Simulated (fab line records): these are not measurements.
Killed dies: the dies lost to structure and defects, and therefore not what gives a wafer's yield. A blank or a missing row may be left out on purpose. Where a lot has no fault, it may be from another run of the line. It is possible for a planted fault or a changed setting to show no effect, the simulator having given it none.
fab line records / flow n5Finfet
record lots=3 wafers=9 lastDay=13
route steps=1938 shown BEOL_M3@931 BEOL_M4@1111 PASSIVATION@1936
lots that met no fault: taken from a fault-free run of the same line
startH: hours from the record's opening day to when the first of the lot's shown wafers began / waitH: how many hours have passed since the lot's step before this one / " repeats the value in the row above / L1.1+2: several wafers, shown together as one row / - value missing, or start not given / * or withheld: withheld / < > ~ a bound
route shown NAME@n: names a module that has steps shown in the file, with the first one's number in the route / usual: mean/standard deviation of fault-free wafers / same: alike in all rows / chamber/n: place in a boat / sites: each site's reading / _std_site: the standard deviation of these / _edge_site: the outer-site mean with the inner-site mean subtracted / radiusMm: how far each site lies from the wafer's centre / mask NAME#n: copy n / behind: tool/chamber where the wafer was last shaped / hold: reason for holding the lot/hours on hold/outcome of the hold / device: the n, p or np transistor that did not switch / end of line: the same wafers' tests at the end of the route / a step with no rows: only its recipe / killed: the dies lost at the first sort to structure and to defects; this is not the yield of the wafer / map: a wafer's dies, x killed, . not, _ none there
set.NAME: the setting the step ran with; set.NAME@STEP: the setting that earlier step ran with / model.NAME: the simulator's own value behind a step, which no gauge read
lots at selected steps of the route; one table per step, one row per wafer
services: from which hour (startH, from the record's first day; less than 0 if before it) a tool's chamber was out of use, for how many hours, and why
## steps
# step N5_BEOL_M3_ILD_DEP_00
# recipe material=SiOC targetThkA=790 tempC=350 precursor=DEMS/O2 pressureTorr=5 rfW=500 timeS=15.3
# step N5_BEOL_M3_PECVD_72
# recipe material=SiO2 targetThkA=160 tempC=400 precursor=TEOS/O2 pressureTorr=5.5 rfW=450 teosFlowSccm=53.8 gas=O2 flowSccm=3000 timeS=18
# step N5_BEOL_M3_HM_DEP_02
# recipe material=TiN targetThkA=200 tempC=25 chamberPressurePa=0.49996
# step N5_BEOL_M3_COAT_61
# recipe resist=SOC tempC=250 timeS=60 spinRpm=1500 resistThkNm=60
# step N5_BEOL_M3_COAT_62
# recipe resist=SiARC tempC=220 timeS=60 spinRpm=1500 resistThkNm=12
# step N5_BEOL_M3_COAT_73
# recipe resist=underlayer tempC=205 timeS=60 spinRpm=1500 resistThkNm=5
# step N5_BEOL_M3_COAT_05
# recipe resist=CAR-EUV spinRpm=1500 resistThkNm=30
# step N5_BEOL_M3_EBR_07
# recipe solvent=PGMEA ebrWidthMm=1.5
# step N5_BEOL_M3_SOFTBAKE_06
# recipe tempC=110 timeS=60 resist=CAR-EUV
# step N5_BEOL_M3_EXPOSE_08
# recipe maskId=M3 na=0.33 sourceShape=dipole sigmaInner=0.369 sigmaOuter=0.767 polarization=unpolarized doseMj=33
# same dipoleOpeningDeg=79.7 na=0.33
lot.wafer=L755.1+2+4 tool=euvScanner-02 chamber=0 startH=155.04 waitH=- mask=M3#0
lot.wafer=L757.2+3+5 tool=euvScanner-02 chamber=0 startH=159.66 waitH=- mask=M3#0
lot.wafer=L759.1+4+6 tool=euvScanner-02 chamber=0 startH=172.60 waitH=- mask=M3#0
# step N5_BEOL_M3_PEB_09
# recipe pebTempC=100 pebTimeS=60 resist=CAR-EUV
# step N5_BEOL_M3_DEVELOP_10
# recipe developTimeS=30 developer=TMAH resist=CAR-EUV rinseLiquid=surfactantRinse dry=airSpin devTempC=23
# step N5_BEOL_M3_DESCUM_16
# recipe chemistry=O2 timeS=7 sourcePowerW=50 biasPowerW=20 pressureMtorr=20 rfFrequencyHz=2.712e+07 tempC=40 resist=CAR-EUV o2FlowSccm=225
# step N5_BEOL_M3_ETCH_74
# recipe chemistry=N2/H2 target=underlayer targetDepthA=65 maskMaterial=CAR-EUV timeS=5.2 ionEnergyEv=200 pressureMtorr=30 sourceW=840 biasW=150 n2FlowSccm=200 h2FlowSccm=200 ends=cleared
# step N5_BEOL_M3_ETCH_63
# recipe chemistry=CF4 target=SiARC targetDepthA=156 maskMaterial=CAR-EUV timeS=26 ionEnergyEv=80 pressureMtorr=40 sourceW=545 biasW=36 Ar_flow_sccm=100 cf4FlowSccm=100 ends=cleared
# step N5_BEOL_M3_ETCH_64
# recipe chemistry=N2/H2 target=SOC targetDepthA=750 overetchA=150 maskMaterial=SiARC tempC=40 timeS=112.5 ionEnergyEv=200 pressureMtorr=30 sourceW=840 biasW=150 n2FlowSccm=200 h2FlowSccm=200
# step N5_BEOL_M3_STRIP_65
# recipe chemistry=N2/H2 tempC=40 n2FlowSccm=200 h2FlowSccm=200 rfFrequencyHz=6e+07
# step N5_BEOL_M3_STRIP_75
# recipe chemistry=N2/H2 tempC=40 n2FlowSccm=200 h2FlowSccm=200 rfFrequencyHz=6e+07
# step N5_BEOL_M3_STRIP_66
# recipe chemistry=CF4 resist=SiARC powerW=300 biasPowerW=75 pressureMtorr=50 cf4FlowSccm=150 rfFrequencyHz=6e+07
# step N5_BEOL_M3_HM_OPEN_17
# recipe chemistry=Cl2/BCl3 targetDepthA=200 overetchA=60 target=TiN maskMaterial=SOC ionEnergyEv=150 pressureMtorr=10 icpW=1000 biasW=126 Cl2_flow_sccm=53.25 bcl3FlowSccm=21.75 Ar_flow_sccm=25
# step N5_BEOL_M3_STRIP_19
# recipe chemistry=O2 powerW=400 tempC=40 pressureMtorr=30 rfFrequencyHz=6e+07 biasPowerW=0 overashFraction=0.2 o2FlowSccm=225
# step N5_BEOL_M3_COAT_67
# recipe resist=SOC tempC=250 timeS=60 spinRpm=1500 resistThkNm=60
# step N5_BEOL_M3_COAT_68
# recipe resist=SiARC tempC=220 timeS=60 spinRpm=1500 resistThkNm=12
# step N5_BEOL_M3_COAT_76
# recipe resist=underlayer tempC=205 timeS=60 spinRpm=1500 resistThkNm=5
# step N5_BEOL_M3_COAT_22
# recipe resist=CAR-EUV spinRpm=1500 resistThkNm=30
# step N5_BEOL_M3_EBR_24
# recipe solvent=PGMEA ebrWidthMm=1.5
# step N5_BEOL_M3_SOFTBAKE_23
# recipe tempC=110 timeS=60 resist=CAR-EUV
# step N5_BEOL_M3_EXPOSE_25
# recipe maskId=V2 na=0.33 sourceShape=quasar sigmaInner=0.2 sigmaOuter=0.8 polarization=unpolarized defocusNm=5 doseMj=63
# step N5_BEOL_M3_PEB_26
# recipe pebTempC=100 pebTimeS=60 resist=CAR-EUV
# step N5_BEOL_M3_DEVELOP_27
# recipe developTimeS=30 developer=TMAH resist=CAR-EUV rinseLiquid=surfactantRinse dry=airSpin devTempC=23
# step N5_BEOL_M3_DESCUM_33
# recipe chemistry=O2 timeS=7 sourcePowerW=50 biasPowerW=20 pressureMtorr=20 rfFrequencyHz=2.712e+07 tempC=40 resist=CAR-EUV o2FlowSccm=225
# step N5_BEOL_M3_ETCH_77
# recipe chemistry=N2/H2 target=underlayer targetDepthA=65 maskMaterial=CAR-EUV timeS=5.2 ionEnergyEv=200 pressureMtorr=30 sourceW=840 biasW=150 n2FlowSccm=200 h2FlowSccm=200 ends=cleared
# step N5_BEOL_M4_RC_MEAS_101
# usual DIBL_N=36.3/1.2 DIBL_P=36.7/1.5 IOFF_N=0.164/0.02 IOFF_P=0.214/0.024 ION_N=673/8.5 ION_P=461/5.9 SS_N=71.6/0.44 SS_P=73.3/0.55 VT_N=249.4/2.4 VT_P=-250.0/2.3
lot.wafer=L755.1 tool=prober-02 chamber=0 startH=171.73 waitH=0.0 DIBL_N[mV/V]=35.2 DIBL_P[mV/V]=33.6 IOFF_N[nA/um]=0.146 IOFF_P[nA/um]=0.190 ION_N[uA/um]=674 ION_P[uA/um]=462 SS_N[mV/dec]=71.2 SS_P[mV/dec]=72.8 VT_N[mV]=250.3 VT_P[mV]=-249.2
lot.wafer=L755.2 tool=prober-02 chamber=0 startH=171.73 waitH=0.0 DIBL_N[mV/V]=36.0 DIBL_P[mV/V]=34.6 IOFF_N[nA/um]=0.151 IOFF_P[nA/um]=0.207 ION_N[uA/um]=660 ION_P[uA/um]=462 SS_N[mV/dec]=71.9 SS_P[mV/dec]=73.1 VT_N[mV]=250.2 VT_P[mV]=-248.8
lot.wafer=L755.4 tool=prober-02 chamber=0 startH=171.73 waitH=0.0 DIBL_N[mV/V]=36.6 DIBL_P[mV/V]=34.5 IOFF_N[nA/um]=0.158 IOFF_P[nA/um]=0.204 ION_N[uA/um]=666 ION_P[uA/um]=457 SS_N[mV/dec]=71.4 SS_P[mV/dec]=73.3 VT_N[mV]=250.9 VT_P[mV]=-249.3
lot.wafer=L757.2 tool=prober-02 chamber=0 startH=174.75 waitH=0.2 DIBL_N[mV/V]=35.3 DIBL_P[mV/V]=36.5 IOFF_N[nA/um]=0.160 IOFF_P[nA/um]=0.193 ION_N[uA/um]=673 ION_P[uA/um]=453 SS_N[mV/dec]=71.5 SS_P[mV/dec]=73.6 VT_N[mV]=249.0 VT_P[mV]=-254.3
lot.wafer=L757.3 tool=prober-02 chamber=0 startH=174.75 waitH=0.2 DIBL_N[mV/V]=35.0 DIBL_P[mV/V]=35.6 IOFF_N[nA/um]=0.149 IOFF_P[nA/um]=0.186 ION_N[uA/um]=663 ION_P[uA/um]=450 SS_N[mV/dec]=71.4 SS_P[mV/dec]=73.2 VT_N[mV]=250.4 VT_P[mV]=-254.8
lot.wafer=L757.5 tool=prober-02 chamber=0 startH=174.75 waitH=0.2 DIBL_N[mV/V]=37.1 DIBL_P[mV/V]=37.3 IOFF_N[nA/um]=0.186 IOFF_P[nA/um]=0.215 ION_N[uA/um]=675 ION_P[uA/um]=456 SS_N[mV/dec]=71.9 SS_P[mV/dec]=73.0 VT_N[mV]=249.0 VT_P[mV]=-251.5
lot.wafer=L759.1 tool=prober-01 chamber=0 startH=205.52 waitH=0.0 DIBL_N[mV/V]=36.2 DIBL_P[mV/V]=36.5 IOFF_N[nA/um]=0.157 IOFF_P[nA/um]=0.238 ION_N[uA/um]=679 ION_P[uA/um]=466 SS_N[mV/dec]=71.6 SS_P[mV/dec]=73.2 VT_N[mV]=245.6 VT_P[mV]=-245.9
lot.wafer=L759.4 tool=prober-01 chamber=0 startH=205.52 waitH=0.0 DIBL_N[mV/V]=36.4 DIBL_P[mV/V]=36.6 IOFF_N[nA/um]=0.157 IOFF_P[nA/um]=0.240 ION_N[uA/um]=678 ION_P[uA/um]=471 SS_N[mV/dec]=71.6 SS_P[mV/dec]=73.6 VT_N[mV]=247.3 VT_P[mV]=-247.6
lot.wafer=L759.6 tool=prober-01 chamber=0 startH=205.52 waitH=0.0 DIBL_N[mV/V]=39.1 DIBL_P[mV/V]=39.8 IOFF_N[nA/um]=0.214 IOFF_P[nA/um]=0.295 ION_N[uA/um]=692 ION_P[uA/um]=475 SS_N[mV/dec]=72.5 SS_P[mV/dec]=73.6 VT_N[mV]=248.0 VT_P[mV]=-244.1
# step N5_PASSIVATION_PROBE_49
# usual defectLimitedYield=91.2/1.5 killed_at_M0_to_M3=35/11 killed_at_M4_up=13/5.6 killedAtContacts=13/6.3 killedAtFrontEnd=38/12 killedAtOther=3.7/2.9 killedDies=104/18 killedOnRim=14/3.8 killedOpen=69/13 killedShort=34/8.3 sort_bin_5_function=5.2/0.95 sort_bin_6_memory=3.3/0.68 sortNPass=1076/18 sortYieldPct=91.2/1.5
# same grossDies=1180 killedAtBackSide=0 sort_bin_4_leakage[%]=0 sort_bin_8_speed[%]=0
lot.wafer=L757.2 tool=prober-01 chamber=- startH=268.15 waitH=0.1 defectLimitedYield[%]=91.8 killed_at_M0_to_M3=28 killed_at_M4_up=23 killedAtContacts=8 killedAtFrontEnd=36 killedAtOther=2 killedDies=97 killedOnRim=10 killedOpen=66 killedShort=29 sort_bin_5_function[%]=4.6 sort_bin_6_memory[%]=3.6 sortNPass=1083 sortYieldPct[%]=91.8
lot.wafer=L757.3 tool=prober-01 chamber=- startH=268.20 waitH=0.1 defectLimitedYield[%]=92.4 killed_at_M0_to_M3=33 killed_at_M4_up=16 killedAtContacts=7 killedAtFrontEnd=31 killedAtOther=3 killedDies=90 killedOnRim=11 killedOpen=64 killedShort=25 sort_bin_5_function[%]=4.6 sort_bin_6_memory[%]=2.7 sortNPass=1090 sortYieldPct[%]=92.4
lot.wafer=L757.5 tool=prober-01 chamber=- startH=268.30 waitH=0.2 defectLimitedYield[%]=90.5 killed_at_M0_to_M3=33 killed_at_M4_up=23 killedAtContacts=11 killedAtFrontEnd=41 killedAtOther=4 killedDies=112 killedOnRim=11 killedOpen=76 killedShort=36 sort_bin_5_function[%]=5.8 sort_bin_6_memory[%]=3.5 sortNPass=1068 sortYieldPct[%]=90.5
lot.wafer=L755.1 tool=prober-01 chamber=- startH=286.01 waitH=0.0 defectLimitedYield[%]=91.3 killed_at_M0_to_M3=38 killed_at_M4_up=17 killedAtContacts=15 killedAtFrontEnd=28 killedAtOther=5 killedDies=103 killedOnRim=11 killedOpen=64 killedShort=35 sort_bin_5_function[%]=4.3 sort_bin_6_memory[%]=4.1 sortNPass=1077 sortYieldPct[%]=91.3
lot.wafer=L755.2 tool=prober-01 chamber=- startH=286.06 waitH=0.1 defectLimitedYield[%]=90.8 killed_at_M0_to_M3=45 killed_at_M4_up=5 killedAtContacts=13 killedAtFrontEnd=40 killedAtOther=5 killedDies=108 killedOnRim=11 killedOpen=67 killedShort=40 sort_bin_5_function[%]=5.1 sort_bin_6_memory[%]=3.6 sortNPass=1072 sortYieldPct[%]=90.8
lot.wafer=L755.4 tool=prober-01 chamber=- startH=286.16 waitH=0.2 defectLimitedYield[%]=90.1 killed_at_M0_to_M3=41 killed_at_M4_up=16 killedAtContacts=19 killedAtFrontEnd=35 killedAtOther=6 killedDies=117 killedOnRim=12 killedOpen=82 killedShort=33 sort_bin_5_function[%]=6.0 sort_bin_6_memory[%]=3.6 sortNPass=1063 sortYieldPct[%]=90.1
lot.wafer=L759.1 tool=prober-01 chamber=- startH=311.51 waitH=0.0 defectLimitedYield[%]=86.0 killed_at_M0_to_M3=86 killed_at_M4_up=16 killedAtContacts=21 killedAtFrontEnd=39 killedAtOther=3 killedDies=165 killedOnRim=29 killedOpen=63 killedShort=36 sort_bin_5_function[%]=8.5 sort_bin_6_memory[%]=4.9 sortNPass=1015 sortYieldPct[%]=86.0
lot.wafer=L759.4 tool=prober-01 chamber=- startH=311.66 waitH=0.2 defectLimitedYield[%]=88.4 killed_at_M0_to_M3=67 killed_at_M4_up=18 killedAtContacts=16 killedAtFrontEnd=33 killedAtOther=3 killedDies=137 killedOnRim=25 killedOpen=73 killedShort=40 sort_bin_5_function[%]=6.7 sort_bin_6_memory[%]=4.4 sortNPass=1043 sortYieldPct[%]=88.4
lot.wafer=L759.6 tool=prober-01 chamber=- startH=311.76 waitH=0.3 defectLimitedYield[%]=57.1 killed_at_M0_to_M3=445 killed_at_M4_up=19 killedAtContacts=11 killedAtFrontEnd=31 killedAtOther=0 killedDies=506 killedOnRim=65 killedOpen=68 killedShort=31 sort_bin_5_function[%]=25.5 sort_bin_6_memory[%]=15.1 sortNPass=674 sortYieldPct[%]=57.1
# killed by level:class
L757.2 BEOL_M4:geometricParticle:short=9 FIN_SAQP:geometricParticle:open=8 BEOL_M3:geometricParticle:open=7 BEOL_M5:geometricParticle:open=7 MOL_CONTACT_COAG:geometricParticle:open=6 BEOL_M0_SAQP:geometricParticle:open=6 GATE_CUT:geometricParticle:short=5 BEOL_M2:geometricParticle:open=5
L757.3 BEOL_M3:geometricParticle:open=13 FIN_SAQP:geometricParticle:open=7 BEOL_M4:geometricParticle:open=7 GATE_CUT:geometricParticle:open=6 MOL_CONTACT_COAG:geometricParticle:open=6 GATE_CUT:geometricParticle:short=5 BEOL_M0_SAQP:geometricParticle:short=5 BEOL_M2:geometricParticle:open=5
L757.5 BEOL_M3:geometricParticle:open=18 GATE_CUT:geometricParticle:open=17 GATE_CUT:geometricParticle:short=10 BEOL_M4:geometricParticle:open=9 MOL_CONTACT_COAG:geometricParticle:open=8 BEOL_M3:geometricParticle:short=5 BEOL_M0_SAQP:geometricParticle:open=4 MOL_CONTACT_COAG:geometricParticle:short=3
L755.1 MOL_CONTACT_COAG:geometricParticle:open=12 BEOL_M0_SAQP:geometricParticle:open=10 BEOL_M3:geometricParticle:open=7 BEOL_M0_SAQP:geometricParticle:short=7 BEOL_M4:geometricParticle:open=7 FIN_SAQP:geometricParticle:open=6 FIN_SAQP:geometricParticle:short=5 BEOL_M3:geometricParticle:short=5
L755.2 BEOL_M0_SAQP:geometricParticle:open=13 MOL_CONTACT_COAG:geometricParticle:open=11 BEOL_M3:geometricParticle:open=11 BEOL_M0_SAQP:geometricParticle:short=10 FIN_SAQP:geometricParticle:short=7 STARTING-WAFER:geometricParticle:short=7 STI_FIN_REVEAL:geometricParticle:open=6 GATE_CUT:geometricParticle:short=4
L755.4 MOL_CONTACT_COAG:geometricParticle:open=13 BEOL_M0_SAQP:geometricParticle:open=11 DUMMY_GATE:geometricParticle:open=10 FIN_SAQP:geometricParticle:open=9 BEOL_M0_SAQP:geometricParticle:short=9 BEOL_M1:geometricParticle:open=9 BEOL_M4:geometricParticle:open=9 MOL_CONTACT_COAG:geometricParticle:short=5
L759.1 BEOL_M3:areaExpose=60 MOL_CONTACT_COAG:geometricParticle:open=14 FIN_SAQP:geometricParticle:short=7 FIN_SAQP:geometricParticle:open=7 STI_FIN_REVEAL:geometricParticle:open=7 BEOL_M5:geometricParticle:open=7 MOL_CONTACT_COAG:geometricParticle:short=6 DUMMY_GATE:geometricParticle:open=5
L759.4 BEOL_M3:areaExpose=20 MOL_CONTACT_COAG:geometricParticle:open=13 BEOL_M0_SAQP:geometricParticle:short=13 BEOL_M1:geometricParticle:open=12 BEOL_M0_SAQP:geometricParticle:open=8 FIN_SAQP:geometricParticle:open=7 STI_FIN_REVEAL:geometricParticle:open=6 STARTING-WAFER:geometricParticle:short=5
L759.6 BEOL_M3:areaExpose=404 FIN_SAQP:geometricParticle:short=9 STI_FIN_REVEAL:geometricParticle:open=9 BEOL_M3:geometricParticle:open=9 MOL_CONTACT_COAG:geometricParticle:open=8 BEOL_M1:geometricParticle:open=8 BEOL_M0_SAQP:geometricParticle:open=7 BEOL_M2:geometricParticle:open=6
# map L759.6 (x killed, . not)
_________________x......x.x..________________
______________..xx.xx...x..x.x.._____________
___________x..x.x..x..x...xx.x.x...__________
__________xxxxx.x.....xx.x.xxxx..x.x_________
________x...x.xx..x..x..xx..xx...x...x_______
_______.xx...x.xx...x.x....x.....x....x______
______x.xx.x.x.....x.xxxx......x.xx.xx.x_____
_____.x.x............xx....x...x.x.......____
____xxxxx..xx.xx.x...x......xxxxx.x.xxxx..___
___..x.x.....xx.xx.x..xx.x.x.x...x.x..x..x.__
___x......xx.x........x.x...xx..xxxx..x...x__
__.xx.....xxxx..xxxxxxxx.x..xxxxx...x.x.xx.x_
__x..xxxxxxx.xx..x..xx.x.xx....x....xx...xx._
_.xx..xx.xx.xx.x.xx...x..x.x...xx.xxxxx.xxxx.
_.x.x..x....xx...xxxx.x.xx..x...x.xxx........
_.x.x.....x.xx...xxx.x.x..xx.......x.......xx
_.xx..xxxxx.x......x....x..x.xx....x..xx....x
_...x.xx.x..x.x...x..x...xx..xxxxx....x.x.xx.
_...x...xxx...x...xx....xx.x.xxxxx.xx.x..xx..
_.x..xxx.....x..xxxxx....xxx..xx...x.x..xxx.x
_xx.x.xxx.xxx.x....xx..xx.x...xx..xxxxx...xx.
__......x.x........x...xxx.xx...x.x.x..xx..x_
__x..xx....x.xxx...x..x...x.x.x....xx.....xx_
___xx.xx..xxxx.x.....xx..x.xx.x..x.....x..x__
___....x.xx....x..x.....x.x....x..xx.xxx.x.__
____..xx.x..x......x.x..xx..xx...xxx.xxxx.___
_____x..x....x..xxx..x.x.x.xxx...x.x.x.xx____
______.x.x.xx..x..x.x.xxx..x.x..xx..x..x_____
_______x.xx.x.x..x....x..xx.xxxx..x....______
________x.xx..x...xx..xx.x...xxx......_______
__________x.xx..........xx.xxxxxx.x._________
___________x..x.x......xxxx.x....xx__________
______________xx..xx..x...x.xx.x_____________
_________________..x...x.x...________________
# map L757.5 (x killed, . not)
_________________............________________
______________...........x......_____________
___________..........x.............__________
__________..........x.......x.x...x._________
________................x....x........_______
_______...............x........x.....xx______
______..................x...........x..._____
_____............x....x..............x...____
____.......x.....x...x.....x.......x....x.___
___....xx..........................x.......__
___........x...............................__
__..........x.....................xx........_
__.......................x.x......x........._
_.....x..x....x........x............x........
_...x.............x..........................
_..x............xx.......x.............x...x.
_x..xx..x........x...................x...xxx.
_........x.......x.....x.....................
_..............x...x..................x...x..
_xx..xx..........x...xx..........x.x.........
_.............xx.............................
__..............x..........................._
__....x.x...x..........x.....xx....x...x.x.._
___..x..........x............x.........x...__
___.............x.............x........x.x.__
____x........................x.....x......___
_____.......x............................____
______x.....................x..........._____
_______....x.x.......x...x.............______
________...........x.....x............_______
__________........xx............x..x_________
___________....x....x.....x........__________
______________x......x.........._____________
_________________............________________
## services
tool=euvScanner-02 chamber=- startH=133.33 hours=5.8 kind=pm
tool=euvScanner-02 chamber=- startH=156.67 hours=1.0 kind=pm
## key
firstSign step=N5_PASSIVATION_PROBE_49 reading=killed_at_M0_to_M3 direction=up sigmas=15 usual=35 struck=199
effect step=N5_PASSIVATION_PROBE_49 reading=killedDies direction=up sigmas=9.4 usual=104 struck=269 wafersMoved=2
moreKillsBornAt N5_BEOL_M3_EXPOSE_08@euvScanner-02=484
metAt N5_BEOL_M3_EXPOSE_08
struckWafers L759.1,L759.4,L759.6
onsetBetween 159.66 172.60
alsoFits time
fault kind=processParameterDrift tool=euvScanner-02 chamber=- onsetH=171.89 steps=N5_BEOL_M3_EXPOSE_08 channel=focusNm offset=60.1 spreadByWafer=0.3 shape=step endH=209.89
